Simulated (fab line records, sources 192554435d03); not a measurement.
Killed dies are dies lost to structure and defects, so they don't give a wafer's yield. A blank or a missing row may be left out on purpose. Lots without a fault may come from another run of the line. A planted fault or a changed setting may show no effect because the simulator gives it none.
Which tool did it? | flow n5_finfet | 12 lots, 36 wafers sampled, at 5 steps of a route of 1938

WHAT THE GAUGES READ, wafer by wafer
N5_DUMMY_GATE_CD_MEAS_24: target cd 15 nm.
lot  | measured    | on        | cd_nm (nm)
L075 | day 3 04:49 | cd_sem-01 | 15.8 14.7 16.0
L077 | day 3 16:30 | cd_sem-02 | 14.4 15.1 15.4
L079 | day 4 06:07 | cd_sem-02 | 14.9 13.9 14.8
L081 | day 4 18:20 | cd_sem-01 | 14.4 14.3 15.2
L083 | day 5 04:14 | cd_sem-01 | 16.1 16.0 16.4
L085 | day 5 20:20 | cd_sem-01 | 15.1 16.1 14.5
L087 | day 6 03:46 | cd_sem-03 | 14.7 16.2 15.9
L089 | day 6 16:17 | cd_sem-02 | 14.8 15.3 16.7
L091 | day 7 06:29 | cd_sem-02 | 15.3 14.7 14.9
L093 | day 7 17:31 | cd_sem-03 | 14.6 14.7 14.7
L095 | day 8 04:50 | cd_sem-01 | 13.7 14.2 14.2
L097 | day 8 17:52 | cd_sem-01 | 15.0 14.4 15.6

WHICH TOOL RAN EACH LOT (tool, then ch and the chambers of the sampled wafers, then the start)
lot  | N5_FIN_CUT_PRECLEAN_35            | N5_STI_FIN_REVEAL_CMP_04     | N5_DUMMY_GATE_ETCH_37             | N5_DUMMY_GATE_TRIM_49
L075 | vapor_etch-02 ch 0,1, day 2 10:08 | cmp-04 ch 0,2,3, day 2 15:37 | rie_diel-02 ch 1,2,3, day 3 04:05 | rie_si-04 ch 0,2,3, day 3 04:10
L077 | vapor_etch-02 ch 0,1, day 2 21:03 | cmp-03 ch 1,3, day 3 02:32   | rie_diel-05 ch 0,1,2, day 3 15:47 | rie_si-05 ch 1,2,3, day 3 15:52
L079 | vapor_etch-02 ch 0,1, day 3 09:25 | cmp-03 ch 0,2,3, day 3 14:59 | rie_diel-02 ch 0,1,2, day 4 05:20 | rie_si-02 ch 1,2,3, day 4 05:25
L081 | vapor_etch-02 ch 0,1, day 3 23:01 | cmp-04 ch 0,3, day 4 04:29   | rie_diel-05 ch 0,1, day 4 17:36   | rie_si-02 ch 0,1,3, day 4 17:41
L083 | vapor_etch-02 ch 0,1, day 4 08:51 | cmp-01 ch 1,3, day 4 14:22   | rie_diel-06 ch 1,3, day 5 03:31   | rie_si-04 ch 0,1, day 5 03:35
L085 | vapor_etch-01 ch 0,1, day 4 23:45 | cmp-03 ch 0,2,3, day 5 05:41 | rie_diel-02 ch 0,2,3, day 5 19:36 | rie_si-05 ch 0,2,3, day 5 19:41
L087 | vapor_etch-02 ch 0,1, day 5 08:21 | cmp-03 ch 0,1,3, day 5 13:52 | rie_diel-05 ch 0,2,3, day 6 03:02 | rie_si-04 ch 2,3, day 6 03:07
L089 | vapor_etch-01 ch 0,1, day 5 21:29 | cmp-03 ch 1,2,3, day 6 02:58 | rie_diel-06 ch 0,1,3, day 6 15:24 | rie_si-04 ch 0,1,2, day 6 15:29
L091 | vapor_etch-02 ch 0,1, day 6 09:53 | cmp-03 ch 1,2,3, day 6 16:25 | rie_diel-02 ch 1,3, day 7 05:34   | rie_si-05 ch 2,3, day 7 05:39
L093 | vapor_etch-01 ch 0,1, day 6 22:51 | cmp-03 ch 0,1, day 7 04:21   | rie_diel-05 ch 0,1,2, day 7 16:47 | rie_si-02 ch 1,3, day 7 16:52
L095 | vapor_etch-02 ch 0,1, day 7 09:33 | cmp-03 ch 0,1,2, day 7 15:05 | rie_diel-05 ch 1,2, day 8 03:35   | rie_si-05 ch 1,2, day 8 03:40
L097 | vapor_etch-01 ch 0,1, day 7 21:46 | cmp-04 ch 0,2,3, day 8 03:41 | rie_diel-05 ch 0,1,2, day 8 17:08 | rie_si-02 ch 0,1,2, day 8 17:12
- N5_FIN_CUT_PRECLEAN_35: cleans in vHF, time 13.3 s.
- N5_STI_FIN_REVEAL_CMP_04: polishes, stops on Si3N4, t overpolish 4 s, target thk 131.83 nm.
- N5_DUMMY_GATE_ETCH_37: etches SOC in N2/H2, target depth 60 nm, overetch 30 nm.
- N5_DUMMY_GATE_TRIM_49: chemistry O2, time 29 s, target cd 14 nm.

THE ANSWER, worked out from the rows above alone
Rule: what is usual is taken from the lots themselves. Put in order of their means at a reading, lots are off if they are a third of the lots or fewer, leave a main group of 4 or more, and stand apart from it by a gap of 3 or more times the standard deviation of the main group's means; of several such gaps the widest counts. A main group whose means are all the same, to the digits that the tables above print for the reading, isn't used. A lot without any number at a reading at which 4 lots or more have one is off too. The other lots that the step has rows for count as sound.
No lot is off at any reading shown: from this, nothing can be told.

WHAT THE SIMULATOR HAD PUT IN
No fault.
